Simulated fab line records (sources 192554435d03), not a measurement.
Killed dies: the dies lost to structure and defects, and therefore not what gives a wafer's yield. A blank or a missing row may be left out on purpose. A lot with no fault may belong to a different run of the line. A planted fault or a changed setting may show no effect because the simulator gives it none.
fab line records	flow n5Finfet
record: lots: 5	wafers: 15	lastDay: 21
route steps=1938 shown GATE_CUT@490 BEOL_M4@1111 PASSIVATION@1936
lots that met no fault: from a run of the same line without faults
startH: hours from the record's first day to the start of the lot's first wafer shown	waitH: hours from the lot's prior step to this one	" same as the row above	L1.1+2: one row covering several wafers at once	- no value, or no start was given	* or withheld: withheld	< > ~ a bound
route shown NAME@n: a module of which the file shows steps, and the number in the route of the first	usual: mean and standard deviation over wafers with no fault	same: alike in all rows	chamber/n: place in a boat	sites: readings site by site	_std_site: standard deviation across them	_edge_site: mean of outer sites minus mean of inner sites	radiusMm: how far each site lies from the wafer's centre	mask NAME#n: copy n	behind: tool/chamber where the wafer was last shaped	hold: reason for holding the lot/hours on hold/outcome of the hold	device: the n, p or np transistor that did not switch	end of line: at the end of the route, the tests of the same wafers	step lacking rows: just its recipe	killed: dies lost to structure and defects at the first sort, not the wafer's yield	map: shows each die of a wafer: x if killed, . if not, _ if none is there
set.NAME: the setting that was run; set.NAME@STEP: the one run at that earlier step	model.NAME: the simulator's own value behind a step, which no gauge read
lots at some steps of the route; a table a step, a row a wafer
services: a tool's chamber out of use, with start hour (startH, from the record's first day; less than 0 if before it), hours out, and reason
== steps ==
step: N5_GATE_CUT_DESCUM_18
recipe: chemistry: O2	timeS: 7	sourcePowerW: 50	biasPowerW: 20	pressureMtorr: 20	rfFrequencyHz: 2.712e+07	tempC: 40	resist: CAR-EUV	o2FlowSccm: 225
step: N5_GATE_CUT_ETCH_28
recipe: chemistry: N2/H2	target: underlayer	targetDepthA: 130	maskMaterial: CAR-EUV	timeS: 10.4	ionEnergyEv: 200	pressureMtorr: 30	sourceW: 840	biasW: 150	n2FlowSccm: 200	h2FlowSccm: 200	ends: cleared
step: N5_GATE_CUT_ETCH_36
recipe: chemistry: CF4	target: SiARC	targetDepthA: 130	maskMaterial: CAR-EUV	timeS: 21.7	ionEnergyEv: 80	pressureMtorr: 40	sourceW: 545	biasW: 36	Ar_flow_sccm: 100	cf4FlowSccm: 100	ends: cleared
step: N5_GATE_CUT_ETCH_37
recipe: chemistry: N2/H2	target: SOC	targetDepthA: 600	overetchA: 120	maskMaterial: SiARC	tempC: 40	timeS: 90	ionEnergyEv: 200	pressureMtorr: 30	sourceW: 840	biasW: 150	n2FlowSccm: 200	h2FlowSccm: 200
step: N5_GATE_CUT_STRIP_38
recipe: chemistry: N2/H2	tempC: 40	n2FlowSccm: 200	h2FlowSccm: 200	rfFrequencyHz: 6e+07
step: N5_GATE_CUT_STRIP_39
recipe: chemistry: N2/H2	tempC: 40	n2FlowSccm: 200	h2FlowSccm: 200	rfFrequencyHz: 6e+07
step: N5_GATE_CUT_HM_OPEN_40
recipe: chemistry: C4F6/O2	target: SiO2	maskMaterial: SiARC	targetDepthA: 1390	timeS: 85.1	ionEnergyEv: 250	pressureMtorr: 30	sourceW: 345	biasW: 185	Ar_flow_sccm: 300	C4F6_flow_sccm: 10	O2_flow_sccm: 10	ends: cleared
step: N5_GATE_CUT_STRIP_41
recipe: chemistry: CF4	resist: SiARC	powerW: 300	biasPowerW: 75	pressureMtorr: 50	cf4FlowSccm: 150	rfFrequencyHz: 6e+07
step: N5_GATE_CUT_STRIP_42
recipe: chemistry: O2	powerW: 400	tempC: 40	pressureMtorr: 30	rfFrequencyHz: 6e+07	biasPowerW: 0	overashFraction: 0.3	o2FlowSccm: 225
step: N5_GATE_CUT_ETCH_19
recipe: chemistry: CH3F/O2	target: SiNx	maskMaterial: SiO2	targetDepthA: 537	timeS: 76.7	pressureMtorr: 30	sourceW: 395	biasW: 73	Ar_flow_sccm: 150	CH3F_flow_sccm: 30	O2_flow_sccm: 20	ionEnergyEv: 120	ends: cleared
step: N5_GATE_CUT_CUT_ETCH_53
recipe: chemistry: SF6/Cl2	target: W	maskMaterial: SiO2	targetDepthA: 792	pressureMtorr: 8	icpW: 900	biasW: 80	SF6_flow_sccm: 40	Cl2_flow_sccm: 60	ends: cleared
step: N5_GATE_CUT_CUT_ETCH_54
recipe: chemistry: Cl2/BCl3	target: TiN	maskMaterial: SiO2	targetDepthA: 967	pressureMtorr: 10	icpW: 1000	biasW: 126	Cl2_flow_sccm: 53.25	bcl3FlowSccm: 21.75	Ar_flow_sccm: 25	ends: cleared
step: N5_GATE_CUT_CUT_ETCH_55
recipe: chemistry: BCl3	target: HfO2	maskMaterial: SiO2	targetDepthA: 32	ionEnergyEv: 30	pressureMtorr: 5	icpW: 450	biasW: 18	bcl3FlowSccm: 80
usual: bcl3FlowSccm: 80.00/0.24	biasW: 18.00/0.052	drypumpMotorCurrentA: 6.2/0.44	oesProductAu: 0.77/0.16	throttleValvePct: 33.0/0.58
lot.wafer	tool	chamber	startH	waitH	bcl3FlowSccm	biasW	drypumpMotorCurrentA	oesProductAu	rfHoursCounterH	throttleValvePct
L390.2	rieMetal-02	0	82.15	0.0	80.05	18.00	6.6	0.61	124	33.3
L390.3	"	1	"	"	79.89	17.93	5.7	0.97	-	32.6
L390.5	"	0	"	"	79.88	17.91	6.6	0.61	-	33.3
L410.1	rieMetal-03	1	209.24	0.0	-	-	-	-	-	-
L410.5	"	1	"	"	-	-	-	-	-	-
L410.6	"	0	"	"	-	-	-	-	-	-
L411.3	rieMetal-02	0	212.19	0.0	-	-	-	-	-	-
L411.4	"	1	"	"	-	-	-	-	-	-
L411.5	"	1	"	"	-	-	-	-	-	-
L412.3	rieMetal-02	0	215.42	0.0	-	-	-	-	-	-
L412.4	"	1	"	"	-	-	-	-	-	-
L412.6	"	0	"	"	-	-	-	-	-	-
L413.1	rieMetal-02	1	223.33	0.0	79.90	18.07	5.7	0.88	16	32.6
L413.2	"	0	"	"	79.71	18.09	6.6	0.92	4	32.3
L413.3	"	1	"	"	79.83	18.04	5.7	0.88	-	32.6
step: N5_GATE_CUT_ETCH_47
recipe: chemistry: Cl2/BCl3	target: SiO2	targetDepthA: 100	pressureMtorr: 10	icpW: 1000	biasW: 126	Cl2_flow_sccm: 53.25	bcl3FlowSccm: 21.75	Ar_flow_sccm: 25
step: N5_BEOL_M4_RC_MEAS_101
usual: DIBL_N: 36.1/2.3	DIBL_P: 36/3.2	IOFF_N: 0.16/0.045	IOFF_P: 0.21/0.049	ION_N: 674/14	ION_P: 462/8.4	SS_N: 71.6/0.83	SS_P: 73.2/0.87	VT_N: 249/3.8	VT_P: -250/3.4
lot.wafer	tool	chamber	startH	waitH	DIBL_N[mV/V]	DIBL_P[mV/V]	IOFF_N[nA/um]	IOFF_P[nA/um]	ION_N[uA/um]	ION_P[uA/um]	SS_N[mV/dec]	SS_P[mV/dec]	VT_N[mV]	VT_P[mV]
L390.2	prober-02	0	237.13	0.4	37.0	35	0.16	0.23	697	478	71.0	72.9	247	-247
L390.3	"	0	"	"	35.8	35	0.14	0.20	690	472	71.1	73.0	251	-249
L390.5	"	0	"	"	36.4	35	0.14	0.21	682	472	71.4	72.4	250	-250
L413.1	prober-01	0	393.78	0.0	34.9	36	0.14	0.20	675	466	71.4	73.1	251	-250
L413.2	"	0	"	"	38.5	40	0.20	0.25	690	463	72.2	73.7	248	-248
L413.3	"	0	"	"	39.8	41	0.23	0.28	678	463	73.0	74.4	249	-249
step: N5_PASSIVATION_PROBE_49
usual: defectLimitedYield: 90.9/1.6	killed_at_M0_to_M3: 37/11	killed_at_M4_up: 15/5.6	killedAtContacts: 13/6.4	killedAtFrontEnd: 39/11	killedAtOther: 4/3.1	killedDies: 107/19	killedOnRim: 14/4.3	killedOpen: 71/14	killedShort: 34/7.8	sort_bin_5_function: 5.3/1	sort_bin_6_memory: 3.4/0.72	sortNPass: 1072/20	sortYieldPct: 90.9/1.7
same: grossDies: 1180	killedAtBackSide: 0	sort_bin_4_leakage[%]: 0	sort_bin_8_speed[%]: 0
lot.wafer	tool	chamber	startH	waitH	defectLimitedYield[%]	killed_at_M0_to_M3	killed_at_M4_up	killedAtContacts	killedAtFrontEnd	killedAtOther	killedDies	killedOnRim	killedOpen	killedShort	sort_bin_5_function[%]	sort_bin_6_memory[%]	sortNPass	sortYieldPct[%]
L390.2	prober-02	-	356.79	0.4	90.9	35	22	18	29	3	107	16	75	29	5.8	2.9	1073	90.9
L390.3	prober-02	-	356.84	0.4	90.5	38	20	10	40	4	112	20	69	38	5.4	3.5	1068	90.5
L390.5	prober-02	-	356.94	0.5	91.7	21	16	15	40	6	98	10	62	30	5.7	1.8	1082	91.7
L412.3	prober-02	-	479.14	0.1	0	45	9	20	1106	0	1180	152	66	24	97.0	2.8	0	0
L412.4	prober-02	-	479.19	0.2	0	54	9	5	1110	2	1180	152	62	32	96.5	3.1	0	0
L412.6	prober-02	-	479.29	0.3	0	58	9	17	1092	4	1180	152	75	34	96.3	3.3	0	0
L410.1	prober-01	-	496.17	0.0	0	37	13	8	1116	6	1180	152	70	42	95.8	3.6	0	0
L410.5	prober-01	-	496.37	0.2	0	40	8	10	1117	5	1180	152	70	30	96.8	3.1	0	0
L410.6	prober-01	-	496.42	0.3	0	59	12	6	1101	2	1180	152	65	53	96.5	2.9	0	0
L411.3	prober-02	-	496.27	0.1	0	32	18	16	1105	9	1180	152	78	24	96.1	3.6	0	0
L411.4	prober-02	-	496.32	0.2	0	28	10	8	1132	2	1180	152	61	29	96.8	3.0	0	0
L411.5	prober-02	-	496.37	0.2	0	49	13	11	1097	10	1180	152	75	40	95.8	3.8	0	0
L413.1	prober-02	-	506.77	0.5	91.4	41	4	10	45	2	102	7	65	36	4.7	3.6	1078	91.4
L413.2	prober-02	-	506.82	0.5	88.4	66	19	5	45	2	137	20	79	56	6.5	4.6	1043	88.4
L413.3	prober-02	-	506.87	0.6	89.7	57	10	9	44	2	122	18	80	37	5.3	4.4	1058	89.7
killed by level:class
L390.2 MOL_CONTACT_COAG:geometricParticle:open=14 BEOL_M4:geometricParticle:open=9 STI_FIN_REVEAL:geometricParticle:open=8 BEOL_M0_SAQP:geometricParticle:open=8 BEOL_M3:geometricParticle:open=8 GATE_CUT:geometricParticle:short=5 BEOL_M1:geometricParticle:short=5 GATE_CUT:geometricParticle:open=4
L390.3 BEOL_M2:geometricParticle:open=13 STI_FIN_REVEAL:geometricParticle:open=10 BEOL_M0_SAQP:geometricParticle:short=9 MOL_CONTACT_COAG:geometricParticle:open=7 BEOL_M4:geometricParticle:open=6 BEOL_M0_SAQP:geometricParticle:open=5 DUMMY_GATE:geometricParticle:open=4 GATE_CUT:geometricParticle:short=4
L390.5 MOL_CONTACT_COAG:geometricParticle:open=12 STI_FIN_REVEAL:geometricParticle:open=6 ILD0:geometricParticle:open=5 GATE_CUT:geometricParticle:short=5 BEOL_M4:geometricParticle:open=5 MIM_TOP:geometricParticle:open=5 HKMG_FIN:areaEtch=5 DUMMY_GATE:geometricParticle:open=4
L412.3 GATE_CUT:areaEtch=1089 BEOL_M2:geometricParticle:open=18 MOL_CONTACT_COAG:geometricParticle:open=17 BEOL_M0_SAQP:geometricParticle:short=8 STI_FIN_REVEAL:geometricParticle:open=5 BEOL_M0:geometricParticle:open=5 BEOL_M0_SAQP:geometricParticle:open=4 BEOL_M1:geometricParticle:open=4
L412.4 GATE_CUT:areaEtch=1085 BEOL_M3:geometricParticle:open=17 BEOL_M0_SAQP:geometricParticle:open=10 BEOL_M0_SAQP:geometricParticle:short=9 BEOL_M2:geometricParticle:open=6 STI_FIN_REVEAL:geometricParticle:open=5 BEOL_M0:geometricParticle:open=5 BEOL_M4:geometricParticle:open=5
L412.6 GATE_CUT:areaEtch=1070 MOL_CONTACT_COAG:geometricParticle:open=16 BEOL_M0_SAQP:geometricParticle:open=16 BEOL_M0_SAQP:geometricParticle:short=14 BEOL_M2:geometricParticle:open=10 BEOL_M1:geometricParticle:open=8 BEOL_M3:geometricParticle:open=5 STI_FIN_REVEAL:geometricParticle:open=4
L410.1 GATE_CUT:areaEtch=1065 STI_FIN_REVEAL:geometricParticle:open=11 FIN_SAQP:geometricParticle:short=9 FIN_SAQP:geometricParticle:open=9 BEOL_M2:geometricParticle:short=8 BEOL_M4:geometricParticle:open=8 BEOL_M1:geometricParticle:open=6 BEOL_M2:geometricParticle:open=6
L411.3 GATE_CUT:areaEtch=1076 MOL_CONTACT_COAG:geometricParticle:open=13 BEOL_M0_SAQP:geometricParticle:open=9 BEOL_M0:geometricParticle:open=7 BEOL_M4:geometricParticle:open=6 MIM_TOP_ETCH:geometricParticle:open=6 BEOL_M3:geometricParticle:open=5 STI_FIN_REVEAL:geometricParticle:open=4
L411.4 GATE_CUT:areaEtch=1090 STI_FIN_REVEAL:geometricParticle:open=8 BEOL_M0_SAQP:geometricParticle:open=7 FIN_SAQP:geometricParticle:short=6 MOL_CONTACT_COAG:geometricParticle:open=6 DUMMY_GATE:geometricParticle:open=5 GATE_CUT:geometricParticle:short=5 BEOL_M0_SAQP:geometricParticle:short=5
L410.5 GATE_CUT:areaEtch=1080 STI_FIN_REVEAL:geometricParticle:open=11 BEOL_M3:geometricParticle:open=10 BEOL_M0_SAQP:geometricParticle:short=7 BEOL_M0_SAQP:geometricParticle:open=6 BEOL_M1:geometricParticle:open=6 FIN_SAQP:geometricParticle:open=5 MOL_CONTACT_COAG:geometricParticle:open=5
L411.5 GATE_CUT:areaEtch=1065 BEOL_M2:geometricParticle:open=12 STI_FIN_REVEAL:geometricParticle:open=11 BEOL_M0_SAQP:geometricParticle:short=11 BEOL_M0_SAQP:geometricParticle:open=10 MOL_CONTACT_COAG:geometricParticle:open=8 BEOL_M3:geometricParticle:open=8 FIN_SAQP:geometricParticle:open=6
L410.6 GATE_CUT:areaEtch=1061 BEOL_M0_SAQP:geometricParticle:short=13 BEOL_M3:geometricParticle:open=12 GATE_CUT:geometricParticle:short=8 BEOL_M2:geometricParticle:short=8 STI_FIN_REVEAL:geometricParticle:open=7 FIN_SAQP:geometricParticle:open=6 FIN_SAQP:geometricParticle:short=6
L413.1 FIN_SAQP:geometricParticle:open=20 FIN_SAQP:geometricParticle:short=10 BEOL_M0_SAQP:geometricParticle:open=9 MOL_CONTACT_COAG:geometricParticle:open=8 BEOL_M0_SAQP:geometricParticle:short=7 BEOL_M2:geometricParticle:short=7 BEOL_M2:geometricParticle:open=6 BEOL_M1:geometricParticle:open=5
L413.2 BEOL_M0_SAQP:geometricParticle:short=24 FIN_SAQP:geometricParticle:open=18 BEOL_M0_SAQP:geometricParticle:open=15 FIN_SAQP:geometricParticle:short=13 BEOL_M1:geometricParticle:open=8 BEOL_M3:geometricParticle:open=8 BEOL_M4:geometricParticle:open=5 BEOL_M0:geometricParticle:open=5
L413.3 BEOL_M0_SAQP:geometricParticle:open=16 BEOL_M2:geometricParticle:open=14 BEOL_M0_SAQP:geometricParticle:short=12 FIN_SAQP:geometricParticle:open=10 STI_FIN_REVEAL:geometricParticle:open=9 FIN_SAQP:geometricParticle:short=8 MOL_CONTACT_COAG:geometricParticle:open=7 STARTING-WAFER:geometricParticle:short=7
map L410.1 (x killed, . not)
_________________xxxxxxxxxxxx________________
______________xxxxxxxxxxxxxxxxxx_____________
___________xxxxxxxxxxxxxxxxxxxxxxxx__________
__________xxxxxxxxxxxxxxxxxxxxxxxxxx_________
________xxxxxxxxxxxxxxxxxxxxxxxxxxxxxx_______
_______xxxxxxxxxxxxxxxxxxxxxxxxxxxxxxxx______
______xxxxxxxxxxxxxxxxxxxxxxxxxxxxxxxxxx_____
_____xxxxxxxxxxxxxxxxxxxxxxxxxxxxxxxxxxxx____
____xxxxxxxxxxxxxxxxxxxxxxxxxxxxxxxxxxxxxx___
___xxxxxxxxxxxxxxxxxxxxxxxxxxxxxxxxxxxxxxxx__
___xxxxxxxxxxxxxxxxxxxxxxxxxxxxxxxxxxxxxxxx__
__xxxxxxxxxxxxxxxxxxxxxxxxxxxxxxxxxxxxxxxxxx_
__xxxxxxxxxxxxxxxxxxxxxxxxxxxxxxxxxxxxxxxxxx_
_xxxxxxxxxxxxxxxxxxxxxxxxxxxxxxxxxxxxxxxxxxxx
_xxxxxxxxxxxxxxxxxxxxxxxxxxxxxxxxxxxxxxxxxxxx
_xxxxxxxxxxxxxxxxxxxxxxxxxxxxxxxxxxxxxxxxxxxx
_xxxxxxxxxxxxxxxxxxxxxxxxxxxxxxxxxxxxxxxxxxxx
_xxxxxxxxxxxxxxxxxxxxxxxxxxxxxxxxxxxxxxxxxxxx
_xxxxxxxxxxxxxxxxxxxxxxxxxxxxxxxxxxxxxxxxxxxx
_xxxxxxxxxxxxxxxxxxxxxxxxxxxxxxxxxxxxxxxxxxxx
_xxxxxxxxxxxxxxxxxxxxxxxxxxxxxxxxxxxxxxxxxxxx
__xxxxxxxxxxxxxxxxxxxxxxxxxxxxxxxxxxxxxxxxxx_
__xxxxxxxxxxxxxxxxxxxxxxxxxxxxxxxxxxxxxxxxxx_
___xxxxxxxxxxxxxxxxxxxxxxxxxxxxxxxxxxxxxxxx__
___xxxxxxxxxxxxxxxxxxxxxxxxxxxxxxxxxxxxxxxx__
____xxxxxxxxxxxxxxxxxxxxxxxxxxxxxxxxxxxxxx___
_____xxxxxxxxxxxxxxxxxxxxxxxxxxxxxxxxxxxx____
______xxxxxxxxxxxxxxxxxxxxxxxxxxxxxxxxxx_____
_______xxxxxxxxxxxxxxxxxxxxxxxxxxxxxxxx______
________xxxxxxxxxxxxxxxxxxxxxxxxxxxxxx_______
__________xxxxxxxxxxxxxxxxxxxxxxxxxx_________
___________xxxxxxxxxxxxxxxxxxxxxxxx__________
______________xxxxxxxxxxxxxxxxxx_____________
_________________xxxxxxxxxxxx________________
map L411.3 (x killed, . not)
_________________xxxxxxxxxxxx________________
______________xxxxxxxxxxxxxxxxxx_____________
___________xxxxxxxxxxxxxxxxxxxxxxxx__________
__________xxxxxxxxxxxxxxxxxxxxxxxxxx_________
________xxxxxxxxxxxxxxxxxxxxxxxxxxxxxx_______
_______xxxxxxxxxxxxxxxxxxxxxxxxxxxxxxxx______
______xxxxxxxxxxxxxxxxxxxxxxxxxxxxxxxxxx_____
_____xxxxxxxxxxxxxxxxxxxxxxxxxxxxxxxxxxxx____
____xxxxxxxxxxxxxxxxxxxxxxxxxxxxxxxxxxxxxx___
___xxxxxxxxxxxxxxxxxxxxxxxxxxxxxxxxxxxxxxxx__
___xxxxxxxxxxxxxxxxxxxxxxxxxxxxxxxxxxxxxxxx__
__xxxxxxxxxxxxxxxxxxxxxxxxxxxxxxxxxxxxxxxxxx_
__xxxxxxxxxxxxxxxxxxxxxxxxxxxxxxxxxxxxxxxxxx_
_xxxxxxxxxxxxxxxxxxxxxxxxxxxxxxxxxxxxxxxxxxxx
_xxxxxxxxxxxxxxxxxxxxxxxxxxxxxxxxxxxxxxxxxxxx
_xxxxxxxxxxxxxxxxxxxxxxxxxxxxxxxxxxxxxxxxxxxx
_xxxxxxxxxxxxxxxxxxxxxxxxxxxxxxxxxxxxxxxxxxxx
_xxxxxxxxxxxxxxxxxxxxxxxxxxxxxxxxxxxxxxxxxxxx
_xxxxxxxxxxxxxxxxxxxxxxxxxxxxxxxxxxxxxxxxxxxx
_xxxxxxxxxxxxxxxxxxxxxxxxxxxxxxxxxxxxxxxxxxxx
_xxxxxxxxxxxxxxxxxxxxxxxxxxxxxxxxxxxxxxxxxxxx
__xxxxxxxxxxxxxxxxxxxxxxxxxxxxxxxxxxxxxxxxxx_
__xxxxxxxxxxxxxxxxxxxxxxxxxxxxxxxxxxxxxxxxxx_
___xxxxxxxxxxxxxxxxxxxxxxxxxxxxxxxxxxxxxxxx__
___xxxxxxxxxxxxxxxxxxxxxxxxxxxxxxxxxxxxxxxx__
____xxxxxxxxxxxxxxxxxxxxxxxxxxxxxxxxxxxxxx___
_____xxxxxxxxxxxxxxxxxxxxxxxxxxxxxxxxxxxx____
______xxxxxxxxxxxxxxxxxxxxxxxxxxxxxxxxxx_____
_______xxxxxxxxxxxxxxxxxxxxxxxxxxxxxxxx______
________xxxxxxxxxxxxxxxxxxxxxxxxxxxxxx_______
__________xxxxxxxxxxxxxxxxxxxxxxxxxx_________
___________xxxxxxxxxxxxxxxxxxxxxxxx__________
______________xxxxxxxxxxxxxxxxxx_____________
_________________xxxxxxxxxxxx________________
== services ==
tool	chamber	startH	hours	kind
rieMetal-03	0	127.76	-	clean
rieMetal-03	0	127.76	21.4	scheduledDown
rieMetal-03	0	127.76	21.4	ventCycle
rieMetal-02	0	178.56	-	clean
rieMetal-02	0	178.56	14.0	scheduledDown
rieMetal-02	0	178.56	14.0	ventCycle
== key ==
firstSign: step: N5_GATE_CUT_CUT_ETCH_55	reading: toolRecord	direction: missing
effect: step: N5_PASSIVATION_PROBE_49	reading: killedAtFrontEnd	direction: up	sigmas: 96	usual: 39	struck: 1108
moreKillsBornAt: N5_GATE_CUT_CUT_ETCH_55@rieMetal-02: 6475	N5_GATE_CUT_CUT_ETCH_55@rieMetal-03: 3206
metAt N5_GATE_CUT_CUT_ETCH_55
struckWafers L410.1,L410.5,L410.6,L411.3,L411.4,L411.5,L412.3,L412.4,L412.6
laterRowsLeftOut L410.1,L410.5,L410.6,L411.3,L411.4,L411.5,L412.3,L412.4,L412.6
onsetBetween 82.15 209.24
fault: kind: skippedStepWhole	tool: rieMetal-02,rieMetal-03	chamber: -	onsetH: 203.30	steps: N5_GATE_CUT_CUT_ETCH_55	scope: struckLotsOnly
laterRowsLeftOut: the simulator's readings of these wafers behind a module that went badly wrong aren't trusted and aren't shown, but for the sort
